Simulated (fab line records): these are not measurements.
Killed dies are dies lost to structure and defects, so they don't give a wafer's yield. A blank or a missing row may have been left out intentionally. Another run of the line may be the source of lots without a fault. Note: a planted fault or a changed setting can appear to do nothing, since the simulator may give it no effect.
fab line records	flow n5-finfet
[record] lots = 4	wafers = 10	last-day = 18
route steps=1938 shown HKMG_FIN@409 BEOL_M4@1111 PASSIVATION@1936
lots with no fault: from the same line, run without faults
start-h: start of the lot's first displayed wafer, in hours after the record's first day	wait-h: how many hours have passed since the lot's step before this one	" identical to the entry in the row above	L1.1+2: one row covering several wafers at once	- either no value or no given start	* or withheld: withheld	< > ~ a bound
route shown NAME@n: a module of which the file shows steps, and the number in the route of the first	usual: the fault-free wafers' mean and standard deviation	same: alike in all rows	chamber/n: place in a boat	sites: readings site by site	_std_site: their standard deviation	_edge_site: the outer-site mean with the inner-site mean subtracted	radius-mm: for every site, how far away it sits from the centre of the wafer	mask NAME#n: copy n	behind: the tool/chamber that last shaped the wafer	hold: what put the lot on hold/how long, in hours/how the hold closed	device: transistor that didn't switch, given as n, p or np	end of line: the tests these same wafers got at the end of their route	a step given without rows: its recipe and nothing more	killed: dies lost to structure and defects at the first sort, not the wafer's yield	map: the dies of a wafer, with x for killed, . for not killed, _ for no die there
set.NAME: the setting as run; set.NAME@STEP: as run at that earlier step	model.NAME: the simulator's own value behind a step, which no gauge read
lots seen at some steps along the route; tables by step, rows by wafer
services: from which hour (start-h, from the record's first day; less than 0 if before it) a tool's chamber was out of use, for how many hours, and why
[[steps]]
[step N5_HKMG_FIN_STRIP_60]
[recipe] chemistry = N2/H2	power-w = 2500	temp-c = 300	h2-frac = 0.65	time-s = 360	pressure-mtorr = withheld	n2-flow-sccm = 1750	h2-flow-sccm = 3250
[step N5_HKMG_FIN_WET_ETCH_77]
[recipe] chemistry = dHCl	mix = 1:10000	temp-c = 25	target = La2O3	stop-on = HfO2	target-depth-nm = 2
[step N5_HKMG_FIN_WET_ETCH_78]
[recipe] chemistry = dNH4OH	mix = 1:50	temp-c = 25	target = Al2O3	stop-on = La2O3	target-depth-nm = 4.5	dry = ipa-marangoni	rinse-time-s = 30	rinse-temp-c = 23
[step N5_HKMG_FIN_ALD_79]
[recipe] material = TiN	target-thk-a = 15	temp-c = 400	ald-precursor-family = TiCl4	ald-co-reactant = NH3	pulse-time-s = 1	purge-time-s = 3	co-reactant-purge-time-s = 2	co-reactant-pulse-time-s = 2	ald-cycles = 68	pressure-torr = 3
[step N5_HKMG_FIN_CVD_62]
[recipe] material = a-Si	target-thk-a = 30	temp-c = 500	precursor = Si2H6	pressure-torr = 1	time-s = 20.8
[step N5_HKMG_FIN_RTA_80]
[recipe] temp-c = withheld	time-s = 2	ambient = N2	idle-temp-c = 600	ramp-up-c-per-s = 150	ramp-down-c-per-s = 60	cool-to-c = 600
[step N5_HKMG_FIN_PRECLEAN_64]
[recipe] chemistry = dHF	time-s = 30	temp-c = 25	dilution = withheld
[step N5_HKMG_FIN_WET_ETCH_65]
[recipe] chemistry = TMAH	temp-c = 70	conc-wt-pct = 5	target = a-Si	stop-on = TiN	time-s = 49	target-depth-nm = 3
[step N5_HKMG_FIN_WET_ETCH_81]
[recipe] chemistry = SC1	target = TiN	stop-on = HfO2	mix = 1:1:5	temp-c = 60	time-s = 57	target-depth-nm = 6
[step N5_HKMG_FIN_WET_ETCH_82]
[recipe] chemistry = dHCl	mix = 1:10000	temp-c = 25	target = La2O3	stop-on = HfO2	target-depth-nm = 2	dry = ipa-marangoni	rinse-time-s = 30	rinse-temp-c = 23
[step N5_HKMG_FIN_ALD_36]
[recipe] material = TiN	target-thk-a = 10	temp-c = 400	ald-precursor-family = TiCl4	ald-co-reactant = NH3	pulse-time-s = 1	purge-time-s = 3	co-reactant-purge-time-s = 2	co-reactant-pulse-time-s = 2	ald-cycles = 47	pressure-torr = 3
[step N5_HKMG_FIN_PWFM_ALD_03]
[recipe] material = TiN	target-thk-a = 20	temp-c = 400	ald-precursor-family = TiCl4	ald-co-reactant = NH3	pulse-time-s = 1	purge-time-s = 3	co-reactant-purge-time-s = 2	co-reactant-pulse-time-s = 2	ald-cycles = 91	pressure-torr = 3
[usual] ald-cycles = 91/0	heater-power-w = 908/110	precursor-pulse-height-rel = 0.999/0.021	susceptor-temp-C = 400.01/0.22
lot.wafer	tool	chamber	start-h	wait-h	ald-cycles	heater-power-w	precursor-pulse-height-rel	susceptor-temp-C	model.TiN_of_HKMG_FIN_PWFM_ALD_03.thk-nm
L694.5	ald-metal-01	0	92.27	0.3	91	957	1.008	400.46	2
L694.6	"	1	"	"	127	1156	1.014	400.29	2.8
L696.3	ald-metal-01	0	104.43	0.0	127	982	1.016	399.90	2.8
L696.6	"	2	"	"	127	908	0.977	399.96	2.8
L712.1	ald-metal-02	2	201.00	0.0	91	750	0.966	400.21	2
L712.3	"	1	"	"	91	842	1.014	399.84	2
L712.5	"	2	"	"	91	755	0.994	400.15	2
L714.2	ald-metal-01	3	210.01	0.0	91	727	1.004	400.01	2
L714.4	"	2	"	"	91	893	1.000	399.70	2
L714.6	"	1	"	"	91	1110	1.003	400.21	2
[step N5_HKMG_FIN_COAT_29]
[recipe] resist = SOC	temp-c = 250	time-s = 60	spin-rpm = 1500	resist-thk-nm = 300
[step N5_HKMG_FIN_COAT_30]
[recipe] resist = SiARC	temp-c = 220	time-s = 60	spin-rpm = 1500	resist-thk-nm = 35
[step N5_HKMG_FIN_COAT_06]
[recipe] resist = CAR-ArF	spin-rpm = 1500	resist-thk-nm = 90
[step N5_HKMG_FIN_EBR_08]
[recipe] solvent = PGMEA	ebr-width-mm = 1.5
[step N5_HKMG_FIN_SOFTBAKE_07]
[recipe] temp-c = 110	time-s = 60	resist = CAR-ArF
[step N5_HKMG_FIN_EXPOSE_09]
[recipe] mask-id = NWFM	na = 1.35	source-shape = conventional	sigma-outer = 0.8	polarization = unpolarized	dose-mj = 39.25
[step N5_HKMG_FIN_PEB_10]
[recipe] peb-temp-c = withheld	peb-time-s = 60	resist = CAR-ArF
[step N5_HKMG_FIN_DEVELOP_11]
[recipe] develop-time-s = 30	developer = TMAH	resist = CAR-ArF	dev-temp-c = 23	rinse-liquid = diw	dry = air-spin
[step N5_HKMG_FIN_DESCUM_17]
[recipe] chemistry = O2	time-s = 7.9	source-power-w = 50	bias-power-w = 20	pressure-mtorr = 20	rf-frequency-hz = 2.712e+07	temp-c = 40	resist = CAR-ArF	o2-flow-sccm = 225
[step N5_HKMG_FIN_ETCH_31]
[recipe] chemistry = CF4	target = SiARC	target-depth-a = 455	mask-material = CAR-ArF	time-s = 75.8	ion-energy-ev = 80	pressure-mtorr = 40	source-w = 545	bias-w = 36	Ar_flow_sccm = 100	cf4-flow-sccm = 100	ends = cleared
[step N5_HKMG_FIN_ETCH_32]
[recipe] chemistry = N2/H2	target = SOC	target-depth-a = 2400	temp-c = 40	time-s = 300	ion-energy-ev = 200	mask-material = SiARC	pressure-mtorr = 30	source-w = 840	bias-w = 150	n2-flow-sccm = 200	h2-flow-sccm = 200
[step N5_HKMG_FIN_STRIP_33]
[recipe] chemistry = N2/H2	temp-c = 40	n2-flow-sccm = 200	h2-flow-sccm = 200	rf-frequency-hz = 6e+07
[step N5_HKMG_FIN_STRIP_34]
[recipe] chemistry = CF4	resist = SiARC	power-w = 300	bias-power-w = 75	pressure-mtorr = 50	cf4-flow-sccm = 150	rf-frequency-hz = 6e+07
[step N5_HKMG_FIN_ETCH_35]
[recipe] chemistry = N2/H2	target = SOC	target-depth-a = 2158	ion-energy-ev = 65	bias-w = 5	source-w = 3000	time-s = 243.4	pressure-mtorr = 30	n2-flow-sccm = 200	h2-flow-sccm = 200
[step N5_HKMG_FIN_STRIP_92]
[recipe] chemistry = N2/H2	material = SOC	time-s = 20	power-w = 500	temp-c = 40	pressure-mtorr = 50	rf-frequency-hz = 6e+07	bias-power-w = 8	h2-frac = 0.5	n2-flow-sccm = 300	h2-flow-sccm = 300
[step N5_HKMG_FIN_WET_ETCH_18]
[recipe] chemistry = SC1	target = TiN	mix = 1:1:5	temp-c = *	time-s = 55	target-depth-nm = 5.2	dry = ipa-marangoni	rinse-time-s = 30	rinse-temp-c = 23
[step N5_HKMG_FIN_STRIP_19]
[recipe] chemistry = N2/H2	power-w = 2500	temp-c = 300	h2-frac = 0.65	time-s = 360	pressure-mtorr = withheld	n2-flow-sccm = 1750	h2-flow-sccm = 3250
[step N5_HKMG_FIN_ALD_91]
[recipe] material = TiN	target-thk-a = 10	temp-c = 400	ald-precursor-family = TiCl4	ald-co-reactant = NH3	pulse-time-s = 1	purge-time-s = 3	co-reactant-purge-time-s = 2	co-reactant-pulse-time-s = 2	ald-cycles = 47	pressure-torr = 3
[step N5_HKMG_FIN_COAT_85]
[recipe] resist = SOC	temp-c = 250	time-s = 60	spin-rpm = 1500	resist-thk-nm = 300
[step N5_HKMG_FIN_ETCH_86]
[recipe] chemistry = N2/H2	target = SOC	target-depth-a = 3932	stop-on = TiN	ion-energy-ev = 100	bias-w = 61	pressure-mtorr = 30	source-w = 850	n2-flow-sccm = 200	h2-flow-sccm = 200
[step N5_HKMG_FIN_STRIP_89]
[recipe] chemistry = N2/H2	material = SOC	time-s = 20	power-w = 500	temp-c = 40	pressure-mtorr = 50	rf-frequency-hz = 6e+07	bias-power-w = 8	h2-frac = 0.5	n2-flow-sccm = 300	h2-flow-sccm = 300
[step N5_HKMG_FIN_WET_ETCH_87]
[recipe] chemistry = SC1	target = TiN	mix = 1:2:40	temp-c = 50	time-s = 154.2	target-depth-nm = 4.7	dry = ipa-marangoni	rinse-time-s = 30	rinse-temp-c = 23
[step N5_HKMG_FIN_STRIP_88]
[recipe] chemistry = N2/H2	power-w = 2500	temp-c = 300	h2-frac = 0.65	time-s = 360	pressure-mtorr = withheld	n2-flow-sccm = 1750	h2-flow-sccm = 3250
[step N5_HKMG_FIN_NWFM_ALD_20]
[recipe] material = TiAlC	target-thk-a = 20	temp-c = 300	ald-precursor-family = TiCl4	ald-co-reactant = TEA	pulse-time-s = 3	purge-time-s = 2	co-reactant-purge-time-s = 2	co-reactant-pulse-time-s = 10	ald-cycles = 7	pressure-torr = 3
[step N5_HKMG_FIN_ALD_71]
[recipe] material = TiN	target-thk-a = 10	temp-c = 400	ald-precursor-family = TiCl4	ald-co-reactant = NH3	pulse-time-s = 1	purge-time-s = 3	co-reactant-purge-time-s = 2	co-reactant-pulse-time-s = 2	ald-cycles = 47	pressure-torr = 3
[step N5_HKMG_FIN_COAT_66]
[recipe] resist = SOC	temp-c = 250	time-s = 60	spin-rpm = 1500	resist-thk-nm = 300
[step N5_BEOL_M4_RC_MEAS_101]
[usual] DIBL_N = 36.4/1.2	DIBL_P = 36.1/1.6	IOFF_N = 0.156/0.024	IOFF_P = 0.21/0.031	IOFF_P_85C = 3.6/0.44	IOFF_P_LIN = 0.098/0.012	IOFF_P_LONG = 0.000105/8.9e-06	ION_N = 674/11	ION_P = 463/6.9	SS_N = 71.5/0.5	SS_P = 73.2/0.55	VT_N = 250.0/2.9	VT_P = -250/3.6	VT_P_LONG = -276/3.2	VT_P_LVT = -99.2/2.6
lot.wafer	tool	chamber	start-h	wait-h	DIBL_N[mV/V]	DIBL_P[mV/V]	IOFF_N[nA/um]	IOFF_P[nA/um]	IOFF_P_85C[nA/um]	IOFF_P_LIN[nA/um]	IOFF_P_LONG[nA/um]	ION_N[uA/um]	ION_P[uA/um]	SS_N[mV/dec]	SS_P[mV/dec]	VT_N[mV]	VT_P[mV]	VT_P_LONG[mV]	VT_P_LVT[mV]
L694.5	prober-02	0	174.89	0.6	36.0	36.5	0.157	0.19	3.4	0.090	9.1e-05	672	458	71.7	74.4	250.7	-254	-279	-101.2
L694.6	"	0	"	"	35.5	36.7	0.153	0.51	7.7	0.233	0.000167	673	498	71.4	73.6	248.7	-226	-252	-73.8
L696.3	prober-01	0	193.94	0.3	35.2	34.3	0.126	0.51	7.7	0.249	0.000205	673	512	71.5	72.5	253.4	-222	-249	-72.3
L696.6	"	0	"	"	34.8	34.5	0.121	0.52	7.8	0.253	0.000207	671	505	71.2	72.6	252.9	-222	-250	-71.9
L712.1	prober-02	0	300.83	0.0	36.3	35.0	0.132	0.18	3.2	0.086	0.000104	678	460	70.2	72.7	252.7	-253	-276	-100.3
L712.3	"	0	"	"	35.9	34.9	0.130	0.17	3.1	0.084	9.8e-05	667	454	71.5	72.4	253.0	-257	-274	-99.9
L712.5	"	0	"	"	36.5	35.0	0.133	0.18	3.2	0.088	0.000104	671	462	71.3	73.5	252.2	-254	-277	-100.3
L714.2	prober-01	0	314.90	0.2	37.0	36.9	0.183	0.20	3.5	0.093	9.6e-05	695	463	72.7	73.8	246.0	-251	-279	-100.5
L714.4	"	0	"	"	36.7	36.2	0.167	0.18	3.3	0.089	9.5e-05	680	458	71.1	73.9	249.4	-254	-277	-102.1
L714.6	"	0	"	"	35.6	35.2	0.154	0.17	3.1	0.085	9.4e-05	679	457	72.1	73.0	247.6	-254	-279	-102.3
[step N5_PASSIVATION_PROBE_49]
[usual] defect-limited-yield = 91.4/1.5	killed_at_M0_to_M3 = 31/11	killed_at_M4_up = 13/5.5	killed-at-contacts = 13/6.3	killed-at-front-end = 40/13	killed-at-other = 3.3/2.6	killed-dies = 101/18	killed-open = 67/13	killed-short = 33/7.9	sort_bin_4_leakage = 0/0	sort_bin_5_function = 5.1/1	sort_bin_6_memory = 3.2/0.68	sort-n-pass = 1079/18	sort-yield-pct = 91.4/1.5
[same] gross-dies = 1180	killed-at-back-side = 0	sort_bin_8_speed[%] = 0
lot.wafer	tool	chamber	start-h	wait-h	defect-limited-yield[%]	killed_at_M0_to_M3	killed_at_M4_up	killed-at-contacts	killed-at-front-end	killed-at-other	killed-dies	killed-open	killed-short	sort_bin_4_leakage[%]	sort_bin_5_function[%]	sort_bin_6_memory[%]	sort-n-pass	sort-yield-pct[%]
L694.5	prober-02	-	270.79	0.2	91.0	26	13	6	58	3	106	71	35	0	5.1	3.7	1074	91.0
L694.6	prober-02	-	270.84	0.3	87.0	28	13	21	88	3	153	114	39	7.80	8.0	4.8	935	79.2
L696.3	prober-02	-	292.91	0.1	92.3	25	22	3	40	1	91	59	31	7.03	4.9	2.6	1006	85.3
L696.6	prober-02	-	293.06	0.3	91.6	32	11	1	51	4	99	65	30	8.47	4.9	3.1	981	83.1
L712.1	prober-02	-	406.13	0.2	91.2	42	18	5	38	1	104	67	37	0	5.6	3.0	1076	91.2
L712.3	prober-02	-	406.23	0.3	92.7	32	20	4	28	2	86	69	15	0	4.7	2.5	1094	92.7
L712.5	prober-02	-	406.33	0.4	91.0	52	15	3	35	1	106	70	36	0	4.8	3.7	1074	91.0
L714.2	prober-02	-	422.38	0.1	89.3	35	5	4	78	4	126	86	40	0	6.4	3.7	1054	89.3
L714.4	prober-02	-	422.48	0.2	91.7	28	16	12	41	1	98	68	29	0	3.9	3.6	1082	91.7
L714.6	prober-02	-	422.58	0.3	94.2	28	7	13	18	3	69	40	29	0	3.1	2.5	1111	94.2
// killed by level:class
L694.5 FIN_SAQP:geometric-particle:open=29 FIN_SAQP:geometric-particle:short=12 BEOL_M2:geometric-particle:open=7 MOL_CONTACT_COAG:geometric-particle:open=5 BEOL_M0_SAQP:geometric-particle:short=5 GATE_CUT:geometric-particle:short=4 BEOL_M1:geometric-particle:open=4 SPACER0:geometric-particle:open=3
L694.6 FIN_SAQP:geometric-particle:open=47 MOL_CONTACT_COAG:geometric-particle:open=19 FIN_SAQP:geometric-particle:short=16 BEOL_M0:geometric-particle:open=7 GATE_CUT:geometric-particle:short=5 BEOL_M0_SAQP:geometric-particle:short=5 BEOL_M4:geometric-particle:open=5 FIN_CUT:geometric-particle:open=4
L696.3 STI_FIN_REVEAL:geometric-particle:open=14 BEOL_M4:geometric-particle:open=12 GATE_CUT:geometric-particle:short=7 BEOL_M3:geometric-particle:open=7 BEOL_M1:geometric-particle:open=6 BEOL_M2:geometric-particle:open=5 FIN_SAQP:geometric-particle:short=4 BEOL_M4:geometric-particle:short=3
L696.6 STI_FIN_REVEAL:geometric-particle:open=18 BEOL_M3:geometric-particle:open=8 FIN_SAQP:geometric-particle:short=6 GATE_CUT:geometric-particle:open=6 BEOL_M2:geometric-particle:open=6 GATE_CUT:geometric-particle:short=5 BEOL_M0_SAQP:geometric-particle:short=4 BEOL_M0:geometric-particle:open=4
L712.1 BEOL_M0_SAQP:geometric-particle:open=12 ILD0:geometric-particle:open=8 BEOL_M2:geometric-particle:open=8 BEOL_M1:geometric-particle:short=7 BEOL_M0_SAQP:geometric-particle:short=6 GATE_CUT:geometric-particle:short=5 MOL_CONTACT_COAG:geometric-particle:open=5 BEOL_M5:geometric-particle:open=5
L712.3 BEOL_M2:geometric-particle:open=10 BEOL_M1:geometric-particle:open=7 BEOL_M7:geometric-particle:open=6 BEOL_M0:geometric-particle:open=5 DUMMY_GATE:geometric-particle:open=4 GATE_CUT:geometric-particle:open=4 BEOL_M0_SAQP:geometric-particle:open=4 BEOL_M5:geometric-particle:open=4
L712.5 BEOL_M3:geometric-particle:open=15 BEOL_M1:geometric-particle:open=11 BEOL_M2:geometric-particle:open=11 GATE_CUT:geometric-particle:short=8 GATE_CUT:geometric-particle:open=6 BEOL_M0_SAQP:geometric-particle:short=6 BEOL_M4:geometric-particle:open=6 STARTING-WAFER:geometric-particle:short=5
L714.2 FIN_SAQP:geometric-particle:open=24 STI_FIN_REVEAL:geometric-particle:open=20 FIN_SAQP:geometric-particle:short=18 BEOL_M0_SAQP:geometric-particle:short=8 BEOL_M3:geometric-particle:open=7 BEOL_M2:geometric-particle:open=7 DUMMY_GATE:geometric-particle:open=7 BEOL_M0_SAQP:geometric-particle:open=6
L714.4 FIN_SAQP:geometric-particle:open=14 MOL_CONTACT_COAG:geometric-particle:open=9 FIN_SAQP:geometric-particle:short=8 BEOL_M4:geometric-particle:open=7 GATE_CUT:geometric-particle:short=6 BEOL_M1:geometric-particle:open=6 STI_FIN_REVEAL:geometric-particle:open=5 BEOL_M2:geometric-particle:open=5
L714.6 MOL_CONTACT_COAG:geometric-particle:open=11 BEOL_M0_SAQP:geometric-particle:short=7 STARTING-WAFER:geometric-particle:short=6 BEOL_M0_SAQP:geometric-particle:open=5 BEOL_M1:geometric-particle:open=5 BEOL_M3:geometric-particle:open=4 BEOL_M3:geometric-particle:short=4 STI_FIN_REVEAL:geometric-particle:open=3
// map L694.6 (x killed, . not)
_________________..x.x...x...________________
______________..x...x...x......._____________
___________...........x....x...x..x__________
__________.x.....xx..............x.._________
________xx......x...x..x.............._______
_______.xx.......x.....x........x.xx...______
______x.x...................x..........._____
_____...................x......x..x......____
____........x.....x.......x..........x...x___
___...x.........x.......x..x..x..x.....x...__
___.................x.....x.....x..........__
__......x....x......x.............x........._
__...x.....x......x....xx.......x..........._
_......................x...xx..........x....x
_...x........x.x.......x.x.x................x
_...x............x..................x..x.....
_.......x......xx.................x.......x..
_...............................x....xx......
_........x........x....x.....x.............x.
_...x........x..x.x....x.....xx..............
_....................x......................x
__....x.......x.........x..................._
__...x....xx......x.....x..xx........xx...xx_
___............x.......x....x.xx..x.......x__
___.........x.............x...x...x.......x__
____.x..x........x.x.....x.x.x.x....x....x___
_____.................x...x....x.........____
______x........x..xx.....x..x..........._____
_______...x....x...xx..................______
________...........x.x.......x.x......_______
__________.x........................_________
___________........................__________
______________.x..x........x...._____________
_________________.........x..________________
// map L696.6 (x killed, . not)
_________________..........x.________________
______________............x....x_____________
___________..........x...........x.__________
__________....x.........x.....x....._________
________....x..x......xxx.......x....._______
_______............................x...______
______......x........x.........x........_____
_____..x....................x.....x......____
____.....x................................___
___.....................x.......x.........x__
___.......................x..........x.....__
__........x..........................x......_
__.....................................x...._
_xx....x...........x..x......................
_.x......x......x...................x.x.x.x..
_..x......................................x.x
_.xx..........x........x...............x.....
_.....................x.x....................
_.....x.........x....................x......x
_........x.............x....xxx....x.........
_.........x..........................x.......
__....x.x...x..............................._
__....x..x....x.........x.....x.....x......._
___...x.......x............................__
___......................xx................__
____............................x...x.....___
_____....................x...............____
______..x..............................._____
_______.........................xx.x...______
________..x............x...x...xxx...._______
__________..x...x.x.............x..._________
___________.....x....x...x....x....__________
______________.................._____________
_________________.....x......________________
[[services]]
tool	chamber	start-h	hours	kind
ald-metal-01	-	69.25	1.4	repair
ald-metal-02	3	120.48	-	calibration
ald-metal-01	2	132.64	2.4	repair
[[key]]
[first-sign] step = N5_HKMG_FIN_PWFM_ALD_03	reading = ald-cycles	direction = up	sigmas = 99+	usual = *	struck = *
[effect] step = N5_BEOL_M4_RC_MEAS_101	reading = IOFF_P_LIN	direction = up	sigmas = 12	usual = 0.098	struck = 0.245
[effect] step = N5_BEOL_M4_RC_MEAS_101	reading = VT_P_LVT	direction = up	sigmas = 10	usual = -99.2	struck = -72.7
[effect] step = N5_BEOL_M4_RC_MEAS_101	reading = IOFF_P_LONG	direction = up	sigmas = 10	usual = 0.000105	struck = 0.000193
[effect] step = N5_BEOL_M4_RC_MEAS_101	reading = IOFF_P	direction = up	sigmas = 9.8	usual = 0.21	struck = 0.52
[effect] step = N5_BEOL_M4_RC_MEAS_101	reading = IOFF_P_85C	direction = up	sigmas = 9.4	usual = 3.6	struck = 7.7
[effect] step = N5_BEOL_M4_RC_MEAS_101	reading = VT_P_LONG	direction = up	sigmas = 7.7	usual = -276	struck = -251
[effect] step = N5_BEOL_M4_RC_MEAS_101	reading = VT_P	direction = up	sigmas = 7.5	usual = -250	struck = -223
[effect] step = N5_BEOL_M4_RC_MEAS_101	reading = ION_P	direction = up	sigmas = 6.1	usual = 463	struck = 505
[effect] step = N5_PASSIVATION_PROBE_49	reading = sort_bin_4_leakage	direction = up	sigmas = 92	usual = 0	struck = 7.77
[model-effect] step = N5_HKMG_FIN_PWFM_ALD_03	value = TiN_of_HKMG_FIN_PWFM_ALD_03.thk-nm	without = 2	struck = 2.8
met-at N5_HKMG_FIN_PWFM_ALD_03
struck-wafers L694.6,L696.3,L696.6
[fault] kind = process-parameter-drift	tool = ald-metal-01	chamber = -	onset-h = 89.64	steps = N5_HKMG_FIN_PWFM_ALD_03	channel = ald-cycles	offset = *	shape = step	end-h = 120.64	scope = struck-wafers-only	acts-in = *	stated = *
